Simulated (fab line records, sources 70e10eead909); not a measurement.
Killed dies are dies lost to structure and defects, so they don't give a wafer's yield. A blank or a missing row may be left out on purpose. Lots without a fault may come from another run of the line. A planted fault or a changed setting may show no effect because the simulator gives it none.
fab line records | flow nand_harc | part 1 of 2: steps 1 to 20 of 30
record lots=5 wafers=15 last_day=33
route steps=1302 shown A_STAIRCASE@793
lots that met no fault: from a run of the same line without faults
start_h: hours from the record's first day to the start of the lot's first wafer shown | wait_h: hours since the lot's step before | " the same as in the row above | L1.1+2: a row that stands for several wafers | - no value, or no start given | * or withheld: withheld | < > ~ a bound
route shown NAME@n: a module of which the file shows steps, and the number in the route of the first | usual: mean/standard deviation of fault-free wafers | same: alike in all rows | chamber/n: place in a boat | sites: the reading at each site | _std_site: their standard deviation | _edge_site: outer sites' mean less inner sites' | radius_mm: how far each site lies from the wafer's centre | mask NAME#n: copy n | behind: the tool/chamber that last shaped the wafer | hold: why the lot was held/for how many hours/how that ended | device: the transistor (n, p or np) that didn't switch | end of line: the same wafers' tests at the end of the route | a step without rows: its recipe alone | killed: dies lost to structure and defects at the first sort, not the wafer's yield | map: a wafer's dies, x killed, . not, _ none there
set.NAME: the setting as run; set.NAME@STEP: as run at that earlier step | model.NAME: the simulator's own value behind a step, which no gauge read
lots at some steps of the route; a table a step, a row a wafer
services: from which hour (start_h, from the record's first day; less than 0 if before it) a tool's chamber was out of use, for how many hours, and why
## steps
# step NHARC_A_STAIRCASE_SRD_277
# columns lot.wafer tool chamber start_h wait_h
L076.4+5+6 wet_bench-09 1,3,5 - -
L078.5+4+3 wet_bench-09 7,2,3 - -
L082.3+2+6 wet_bench-09 6,7,0 - -
L085.5+2+3 wet_bench-09 4,6,0 - -
L097.3+1+5 wet_bench-09 5,0,1 - -
# step NHARC_A_STAIRCASE_HM_DEP_459
# recipe target_thk_a=15000 temp_c=400 material=aC
# usual throttle_valve_pct=34.999/0.0097
# columns lot.wafer tool chamber start_h wait_h throttle_valve_pct
L076.4 acl_dep-01 0 390.15 4.4 34.996
L076.5 " 0 " " 35.002
L076.6 " 0 " " 34.994
L078.3 acl_dep-02 0 424.36 0.9 34.983
L078.4 " 0 " " 35.021
L078.5 " 0 " " 34.990
L082.2 acl_dep-02 0 458.78 2.7 35.004
L082.3 " 0 " " 35.009
L082.6 " 0 " " 34.992
L085.2 acl_dep-02 0 478.01 1.5 34.972
L085.3 " 0 " " 35.011
L085.5 " 0 " " 35.006
L097.1 acl_dep-01 0 603.08 1.6 35.001
L097.3 " 0 " " 34.997
L097.5 " 0 " " 34.991
# step NHARC_A_STAIRCASE_DEP_280
# recipe target_thk_a=300 target_thk_nm=30 temp_c=400 pressure_torr=3.5 flow_sccm=200 rf_w=350 material=SiON
# usual chamber_pressure_Torr=3.502/0.0077 heater_power_w=738/73
# columns lot.wafer tool chamber start_h wait_h chamber_pressure_Torr heater_power_w
L076.5 pecvd-03 1 391.17 0.4 3.501 673
L076.6 " 2 " " 3.506 821
L076.4 " 0 " " 3.470 749
L078.3 pecvd-02 2 425.67 1.0 3.509 755
L078.4 " 0 " " 3.502 686
L078.5 " 1 " " 3.498 790
L082.2 pecvd-02 0 460.35 1.3 3.506 722
L082.3 " 1 " " 3.492 818
L082.6 " 2 " " 3.504 699
L085.2 pecvd-02 1 479.59 1.3 3.503 824
L085.3 " 2 " " 3.492 669
L085.5 " 1 " " 3.498 832
L097.3 pecvd-03 1 604.94 0.9 3.504 781
L097.1 " 2 " " 3.503 714
L097.5 " 2 " " 3.488 726
# step NHARC_A_STAIRCASE_DEHYDRATE_281
# recipe temp_c=150 time_s=120
# usual chill_plate_temp_C=23.00/0.096 resist_line_temp_C=23.00/0.11
# columns lot.wafer tool chamber start_h wait_h chill_plate_temp_C resist_line_temp_C
L076.4 litho_track-07 0 391.36 0.1 22.93 22.78
L076.5 " 0 " " 22.88 22.85
L076.6 " 0 " " 22.98 23.00
L078.3 litho_track-02 0 425.88 0.2 23.06 23.20
L078.4 " 0 " " 22.91 22.94
L078.5 " 0 " " 22.80 22.83
L082.2 litho_track-02 0 460.62 0.2 22.94 23.06
L082.3 " 0 " " 22.99 22.98
L082.6 " 0 " " 22.97 22.94
L085.2 litho_track-02 0 479.87 0.2 23.04 22.90
L085.3 " 0 " " 22.96 22.84
L085.5 " 0 " " 23.13 23.06
L097.1 litho_track-05 0 605.22 0.2 23.06 23.05
L097.3 " 0 " " 23.27 23.11
L097.5 " 0 " " 23.05 23.07
# step NHARC_A_STAIRCASE_HMDS_282
# recipe time_s=30
# usual chill_plate_temp_C=23.01/0.11 resist_line_temp_C=22.99/0.1
# columns lot.wafer tool chamber start_h wait_h chill_plate_temp_C resist_line_temp_C
L076.4 litho_track-07 0 - - 23.11 22.91
L076.5 " 0 " " 23.17 22.85
L076.6 " 0 " " 23.05 22.84
L078.3 litho_track-02 0 - - 22.90 23.11
L078.4 " 0 " " 22.95 23.05
L078.5 " 0 " " 23.02 23.02
L082.2 litho_track-02 0 - - 22.83 22.97
L082.3 " 0 " " 22.82 23.05
L082.6 " 0 " " 22.83 23.10
L085.2 litho_track-02 0 - - 23.07 22.93
L085.3 " 0 " " 23.21 23.04
L085.5 " 0 " " 22.97 23.14
L097.1 litho_track-05 0 - - 23.15 23.04
L097.3 " 0 " " 22.98 23.05
L097.5 " 0 " " 22.99 22.93
# step NHARC_A_STAIRCASE_COAT_283
# recipe spin_rpm=1200
# usual chill_plate_temp_C=22.97/0.099 resist_line_temp_C=22.98/0.1
# columns lot.wafer tool chamber start_h wait_h chill_plate_temp_C resist_line_temp_C
L076.4 litho_track-07 0 - - 22.99 22.92
L076.5 " 0 " " 22.99 22.84
L076.6 " 0 " " 23.04 22.99
L078.3 litho_track-02 0 - - 22.85 23.08
L078.4 " 0 " " 23.06 23.03
L078.5 " 0 " " 22.88 22.83
L082.2 litho_track-02 0 - - 22.88 22.79
L082.3 " 0 " " 22.90 22.90
L082.6 " 0 " " 23.06 22.96
L085.2 litho_track-02 0 - - 22.98 23.07
L085.3 " 0 " " 23.02 22.99
L085.5 " 0 " " 23.04 22.99
L097.1 litho_track-05 0 - - 23.02 23.16
L097.3 " 0 " " 23.09 22.88
L097.5 " 0 " " 22.97 22.84
# step NHARC_A_STAIRCASE_SOFTBAKE_284
# recipe temp_c=135 time_s=170
# usual chill_plate_temp_C=23.01/0.12 resist_line_temp_C=22.99/0.096
# columns lot.wafer tool chamber start_h wait_h chill_plate_temp_C resist_line_temp_C
L076.4 litho_track-07 0 - - 23.21 22.87
L076.5 " 0 " " 22.89 23.08
L076.6 " 0 " " 23.09 23.13
L078.3 litho_track-02 0 - - 23.03 23.05
L078.4 " 0 " " 23.05 22.99
L078.5 " 0 " " 23.05 23.07
L082.2 litho_track-02 0 - - 23.09 22.99
L082.3 " 0 " " 23.15 22.99
L082.6 " 0 " " 23.00 22.95
L085.2 litho_track-02 0 - - 22.94 22.90
L085.3 " 0 " " 22.93 22.86
L085.5 " 0 " " 23.05 22.80
L097.1 litho_track-05 0 - - 23.15 22.97
L097.3 " 0 " " 22.98 22.87
L097.5 " 0 " " 23.06 23.01
# step NHARC_A_STAIRCASE_EBR_285
# usual chill_plate_temp_C=23.00/0.1 resist_line_temp_C=23.00/0.1
# columns lot.wafer tool chamber start_h wait_h chill_plate_temp_C resist_line_temp_C
L076.4 litho_track-07 0 - - 22.81 22.90
L076.5 " 0 " " 23.00 22.91
L076.6 " 0 " " 23.04 22.95
L078.3 litho_track-02 0 - - 22.91 22.91
L078.4 " 0 " " 22.99 22.94
L078.5 " 0 " " 22.81 22.89
L082.2 litho_track-02 0 - - 22.97 23.04
L082.3 " 0 " " 23.11 23.06
L082.6 " 0 " " 23.06 23.02
L085.2 litho_track-02 0 - - 22.96 22.82
L085.3 " 0 " " 23.29 23.01
L085.5 " 0 " " 22.96 23.07
L097.1 litho_track-05 0 - - 22.98 23.02
L097.3 " 0 " " 23.05 22.98
L097.5 " 0 " " 23.07 22.93
# step NHARC_A_STAIRCASE_EXPOSE_286
# recipe na=0.5 dose_mj=25.01 mask_id=CHOP_100
# usual focus_offset_nm=0.1/0.52
# columns lot.wafer tool chamber start_h wait_h mask focus_offset_nm
L076.4 krf_scanner-04 0 391.70 - CHOP_100#0 0.3
L076.5 " 0 " " CHOP_100#0 0.5
L076.6 " 0 " " CHOP_100#0 -0.1
L078.3 krf_scanner-01 0 426.10 - CHOP_100#0 0.6
L078.4 " 0 " " CHOP_100#0 0.6
L078.5 " 0 " " CHOP_100#0 1.2
L082.2 krf_scanner-01 0 460.96 - CHOP_100#0 -0.1
L082.3 " 0 " " CHOP_100#0 -0.7
L082.6 " 0 " " CHOP_100#0 -0.2
L085.2 krf_scanner-04 0 480.20 - CHOP_100#0 -0.5
L085.3 " 0 " " CHOP_100#0 -0.6
L085.5 " 0 " " CHOP_100#0 0.5
L097.1 krf_scanner-03 0 605.55 - CHOP_100#0 -0.3
L097.3 " 0 " " CHOP_100#0 1.1
L097.5 " 0 " " CHOP_100#0 -0.2
# step NHARC_A_STAIRCASE_PEB_287
# recipe peb_temp_c=115 peb_time_s=130
# usual chill_plate_temp_C=22.99/0.098 resist_line_temp_C=22.98/0.12
# columns lot.wafer tool chamber start_h wait_h chill_plate_temp_C resist_line_temp_C
L076.4 litho_track-05 0 391.75 0.0 22.96 22.96
L076.5 " 0 " " 23.04 23.04
L076.6 " 0 " " 22.98 22.89
L078.3 litho_track-02 0 426.16 0.1 23.03 22.88
L078.4 " 0 " " 23.02 22.83
L078.5 " 0 " " 23.05 22.83
L082.2 litho_track-07 0 461.02 0.1 23.01 22.95
L082.3 " 0 " " 22.96 22.98
L082.6 " 0 " " 22.91 22.98
L085.2 litho_track-02 0 480.27 0.1 22.87 23.02
L085.3 " 0 " " 22.95 23.06
L085.5 " 0 " " 23.15 23.17
L097.1 litho_track-02 0 605.61 0.1 22.95 22.96
L097.3 " 0 " " 23.01 23.01
L097.5 " 0 " " 22.88 22.93
# step NHARC_A_STAIRCASE_DEVELOP_288
# recipe time_s=140
# usual chill_plate_temp_C=23.02/0.11 resist_line_temp_C=23.00/0.12
# columns lot.wafer tool chamber start_h wait_h chill_plate_temp_C resist_line_temp_C
L076.4 litho_track-05 0 - - 22.97 23.07
L076.5 " 0 " " 22.92 22.98
L076.6 " 0 " " 22.96 23.10
L078.3 litho_track-02 0 - - 23.09 23.17
L078.4 " 0 " " 22.95 22.91
L078.5 " 0 " " 23.03 22.89
L082.2 litho_track-07 0 - - 23.11 23.00
L082.3 " 0 " " 22.92 22.93
L082.6 " 0 " " 22.90 22.92
L085.2 litho_track-02 0 - - 23.05 22.93
L085.3 " 0 " " 22.90 23.01
L085.5 " 0 " " 22.93 23.07
L097.1 litho_track-02 0 - - 23.09 22.91
L097.3 " 0 " " 23.04 22.83
L097.5 " 0 " " 23.11 23.08
# step NHARC_A_STAIRCASE_HARDBAKE_290
# recipe temp_c=120 time_s=140
# usual chill_plate_temp_C=23.01/0.11 resist_line_temp_C=22.98/0.11
# columns lot.wafer tool chamber start_h wait_h chill_plate_temp_C resist_line_temp_C
L076.4 litho_track-02 0 391.98 - 23.22 23.02
L076.5 " 0 " " 23.12 23.21
L076.6 " 0 " " 22.95 23.19
L078.3 litho_track-02 0 426.38 - 23.06 22.80
L078.4 " 0 " " 23.07 22.73
L078.5 " 0 " " 22.98 22.58
L082.2 litho_track-05 0 461.24 - 22.94 22.87
L082.3 " 0 " " 22.91 23.05
L082.6 " 0 " " 23.14 22.99
L085.2 litho_track-02 0 480.49 - 23.03 23.06
L085.3 " 0 " " 23.02 23.15
L085.5 " 0 " " 23.06 23.19
L097.1 litho_track-02 0 605.83 - 22.96 23.03
L097.3 " 0 " " 23.17 22.99
L097.5 " 0 " " 22.96 23.07
# step NHARC_A_STAIRCASE_DESCUM_291
# recipe time_s=3 o2_flow_sccm=200 ar_flow_sccm=0 bias_power_w=0 chemistry=O2
# usual drypump_motor_current_A=5.8/0.58 oes_product_au=1.001/0.0066 rf_vpp_V=57.6/0.97 showerhead_plenum_p_Torr=1.88/0.1 throttle_valve_pct=11.311/0.0091
# same bias_power_w=0
# columns lot.wafer tool chamber start_h wait_h drypump_motor_current_A oes_product_au rf_hours_counter_h rf_vpp_V showerhead_plenum_p_Torr throttle_valve_pct
L076.4 rie_diel-06 3 392.06 - 6.7 1.005 23 58.8 1.86 11.319
L076.5 " 3 " " 6.7 1.007 - 56.6 1.86 11.310
L076.6 " 0 " " 4.8 1.012 - 57.4 1.81 11.309
L078.4 rie_diel-07 2 426.47 - 6.2 1.011 42 56.2 1.77 11.312
L078.3 " 0 " " 6.4 1.003 40 56.4 1.78 11.299
L078.5 " 2 " " 6.2 1.003 - 56.2 1.77 11.326
L082.3 rie_diel-07 3 461.33 - 5.9 0.992 46 57.2 1.82 11.304
L082.2 " 2 " " 6.2 0.988 55 58.3 1.77 11.312
L082.6 " 0 " " 6.4 1.002 - 57.3 1.78 11.299
L085.3 rie_diel-06 3 480.87 - 6.7 1.006 51 57.0 1.85 11.308
L085.2 " 1 " " 5.9 0.999 46 59.0 2.06 11.313
L085.5 " 0 " " 4.8 1.004 - 57.8 1.81 11.311
L097.1 rie_diel-06 0 605.92 - 4.8 1.010 37 56.8 1.79 11.323
L097.3 " 2 " " 6.3 1.004 37 59.0 1.95 11.318
L097.5 " 0 " " 4.8 1.009 - 58.0 1.79 11.308
# step NHARC_A_STAIRCASE_ETCH_292
# recipe cf4_flow_sccm=100 chf3_flow_sccm=30 ar_flow_sccm=0 rf_w=500 bias_w=200 chemistry=CF4/CHF3
# usual drypump_motor_current_A=5.8/0.56 oes_product_au=0.942/0.021 rf_vpp_V=369.9/2.8 showerhead_plenum_p_Torr=1.55/0.081 throttle_valve_pct=16.803/0.0097
# columns lot.wafer tool chamber start_h wait_h drypump_motor_current_A oes_product_au rf_hours_counter_h rf_vpp_V showerhead_plenum_p_Torr throttle_valve_pct
L076.4 rie_diel-06 2 392.15 0.1 6.3 0.915 19 372.7 1.62 16.810
L076.6 " 1 " " 5.9 0.928 - 373.8 1.70 16.791
L076.5 " 2 " " 6.3 0.920 - 372.0 1.62 16.819
L078.4 rie_diel-07 1 426.55 0.1 5.4 0.920 41 371.7 1.61 16.795
L078.3 " 3 " " 5.8 0.925 41 369.4 1.50 16.797
L078.5 " 1 " " 5.4 0.921 - 371.9 1.61 16.813
L082.3 rie_diel-07 1 461.41 0.1 5.4 0.926 54 372.0 1.61 16.801
L082.2 " 0 " " 6.4 0.921 52 368.1 1.47 16.799
L082.6 " 2 " " 6.2 0.922 - 366.6 1.46 16.810
L085.2 rie_diel-06 1 483.74 2.8 5.9 0.974 48 375.7 1.69 16.804
L085.3 " 2 " " 6.3 0.962 50 373.4 1.61 16.820
L085.5 " 1 " " 5.9 0.972 - 374.0 1.69 16.811
L097.3 rie_diel-06 3 606.03 0.1 6.7 0.977 25 368.9 1.52 16.818
L097.1 " 0 " " 4.8 0.955 37 366.2 1.48 16.792
L097.5 " 2 " " 6.3 0.973 - 370.0 1.60 16.790
# step NHARC_A_STAIRCASE_HM_OPEN_460
# recipe o2_flow_sccm=400 cos_flow_sccm=20 ar_flow_sccm=0 rf_w=500 bias_w=300 chemistry=O2/COS
# usual drypump_motor_current_A=5.8/0.58 oes_product_au=1.001/0.0085 rf_vpp_V=466/3.5 showerhead_plenum_p_Torr=3.07/0.16 throttle_valve_pct=28.329/0.0083
# columns lot.wafer tool chamber start_h wait_h drypump_motor_current_A oes_product_au rf_hours_counter_h rf_vpp_V showerhead_plenum_p_Torr throttle_valve_pct
L076.4 rie_diel-06 1 - - 5.9 1.013 20 472 3.36 28.329
L076.6 " 3 " " 6.7 1.010 - 465 3.05 28.325
L076.5 " 0 " " 4.8 0.995 - 464 2.97 28.333
L078.4 rie_diel-07 2 - - 6.2 0.987 42 461 2.91 28.331
L078.3 " 0 " " 6.4 0.983 40 463 2.92 28.343
L078.5 " 1 " " 5.4 0.985 - 468 3.20 28.327
L082.3 rie_diel-07 3 - - 5.9 0.994 46 464 2.97 28.332
L082.2 " 0 " " 6.5 0.990 52 462 2.91 28.335
L082.6 " 3 " " 5.8 0.989 - 464 2.97 28.316
L085.2 rie_diel-06 1 - - 5.9 1.008 48 472 3.35 28.338
L085.3 " 3 " " 6.7 1.015 55 464 3.03 28.325
L085.5 " 2 " " 6.3 0.999 - 469 3.19 28.336
L097.3 rie_diel-06 0 - - 4.8 1.001 37 464 2.94 28.340
L097.1 " 1 " " 6.0 1.005 36 474 3.33 28.333
L097.5 " 0 " " 4.8 1.005 - 465 2.94 28.326
# step NHARC_A_STAIRCASE_STRIP_461
# recipe o2_flow_sccm=400 cos_flow_sccm=20 ar_flow_sccm=0 bias_w=0 chemistry=O2/COS
# columns lot.wafer tool chamber start_h wait_h
L076.4+5+6 rie_diel-06 3,2,3 - -
L078.3+4+5 rie_diel-07 1,2,3 - -
L082.3+2+6 rie_diel-07 2,3,1 - -
L085.3+2+5 rie_diel-04 0,1,1 484.28 -
L097.1+3+5 rie_diel-06 2,3,2 - -
# step NHARC_A_STAIRCASE_ETCH_452
# recipe target_depth_a=300 overetch_a=30 time_s=16.5 ion_energy_ev=100 cf4_flow_sccm=80 o2_flow_sccm=20 ar_flow_sccm=0 rf_w=300 bias_w=100 chemistry=CF4/O2
# usual drypump_motor_current_A=5.8/0.56 oes_product_au=1.002/0.0075 rf_vpp_V=197.4/1.7 showerhead_plenum_p_Torr=1.31/0.07 throttle_valve_pct=13.398/0.0096
# columns lot.wafer tool chamber start_h wait_h drypump_motor_current_A oes_product_au rf_hours_counter_h rf_vpp_V showerhead_plenum_p_Torr throttle_valve_pct
L076.4 rie_diel-06 2 - - 6.3 1.001 19 198.8 1.37 13.410
L076.6 " 3 " " 6.7 1.002 - 197.2 1.30 13.390
L076.5 " 0 " " 4.8 1.008 - 194.8 1.27 13.385
L078.4 rie_diel-07 3 - - 5.8 0.990 41 199.3 1.27 13.387
L078.3 " 0 " " 6.5 1.003 40 194.6 1.24 13.393
L078.5 " 2 " " 6.2 1.005 - 195.8 1.24 13.381
L082.2 rie_diel-07 0 - - 6.4 1.005 52 195.9 1.24 13.395
L082.3 " 2 " " 6.2 1.002 55 195.7 1.24 13.398
L082.6 " 1 " " 5.4 0.999 - 198.4 1.37 13.384
L085.3 rie_diel-04 2 484.35 0.1 6.0 1.005 41 195.8 1.26 13.406
L085.2 " 0 " " 5.4 1.007 38 195.1 1.24 13.389
L085.5 " 0 " " 5.4 1.008 - 195.5 1.24 13.388
L097.3 rie_diel-06 2 - - 6.3 1.002 37 196.9 1.36 13.405
L097.1 " 0 " " 4.8 1.008 37 196.6 1.25 13.379
L097.5 " 1 " " 5.9 1.010 - 199.2 1.43 13.402
# step NHARC_A_STAIRCASE_ETCH_294
# recipe target_depth_a=49890 time_s=1211.6 ion_energy_ev=800 c4f8_flow_sccm=80 o2_flow_sccm=60 ar_flow_sccm=withheld rf_w=600 bias_w=3000 chemistry=C4F8/O2/Ar
# usual oes_product_au=0.936/0.0083 rf_vpp_V=1822/13
# columns lot.wafer tool chamber start_h wait_h oes_product_au rf_hours_counter_h rf_vpp_V
L076.4 rie_diel-06 0 - - 0.930 24 1814
L076.5 " 0 " " 0.931 - 1812
L076.6 " 1 " " 0.938 - 1847
L078.4 rie_diel-07 3 - - 0.926 41 1815
L078.3 " 1 " " 0.935 41 1833
L078.5 " 2 " " 0.936 - 1809
L082.3 rie_diel-07 1 - - 0.942 54 1833
L082.2 " 2 " " 0.932 55 1807
L082.6 " 3 " " 0.940 - 1813
L085.3 rie_diel-04 1 - - 0.922 41 1817
L085.2 " 0 " " 0.932 38 1808
L085.5 " 1 " " 0.935 - 1816
L097.1 rie_diel-06 0 - - 0.943 37 1812
L097.3 " 2 " " 0.950 37 1834
L097.5 " 3 " " 0.952 - 1818
# step NHARC_A_STAIRCASE_STRIP_295
# recipe o2_flow_sccm=500 ar_flow_sccm=0 bias_w=0 chemistry=O2
# usual drypump_motor_current_A=5.8/0.58 oes_product_au=1.002/0.0071 rf_vpp_V=57.6/0.9 showerhead_plenum_p_Torr=3.47/0.17 throttle_valve_pct=17.036/0.0087
# columns lot.wafer tool chamber start_h wait_h drypump_motor_current_A oes_product_au rf_hours_counter_h rf_vpp_V showerhead_plenum_p_Torr throttle_valve_pct
L076.4 rie_diel-06 2 - - 6.3 1.008 20 58.9 3.63 17.037
L076.5 " 0 " " 4.8 1.000 - 57.4 3.36 17.033
L076.6 " 1 " " 6.0 1.006 - 57.9 3.80 17.033
L078.3 rie_diel-07 1 - - 5.4 0.994 42 58.3 3.62 17.037
L078.4 " 0 " " 6.5 1.001 41 58.1 3.30 17.031
L078.5 " 1 " " 5.4 0.994 - 59.0 3.62 17.037
L082.3 rie_diel-07 0 - - 6.4 0.990 53 58.6 3.30 17.036
L082.2 " 1 " " 5.4 0.986 55 57.3 3.61 17.030
L082.6 " 0 " " 6.4 0.999 - 56.7 3.30 17.032
L085.3 rie_diel-04 2 - - 6.0 1.001 41 57.1 3.35 17.035
L085.2 " 0 " " 5.4 0.996 39 55.8 3.29 17.044
L085.5 " 0 " " 5.4 0.998 - 56.3 3.29 17.034
L097.3 rie_diel-06 1 - - 5.9 0.995 37 59.0 3.76 17.025
L097.1 " 0 " " 4.8 1.019 38 56.8 3.32 17.033
L097.5 " 2 " " 6.4 1.010 - 57.5 3.59 17.046
# step NHARC_A_STAIRCASE_STRIP_296
# recipe time_s=900 temp_c=130 chemistry=SPM
# columns lot.wafer tool chamber start_h wait_h
L076.6+4+5 wet_bench-01 3,5,7 393.77 -
L078.3+4+5 wet_bench-09 3,5,7 428.17 -
L082.6+2+3 wet_bench-07 5,0,2 463.11 -
L085.5+3+2 wet_bench-09 0,1,2 485.79 -
L097.5+1+3 wet_bench-09 3,7,0 607.64 -
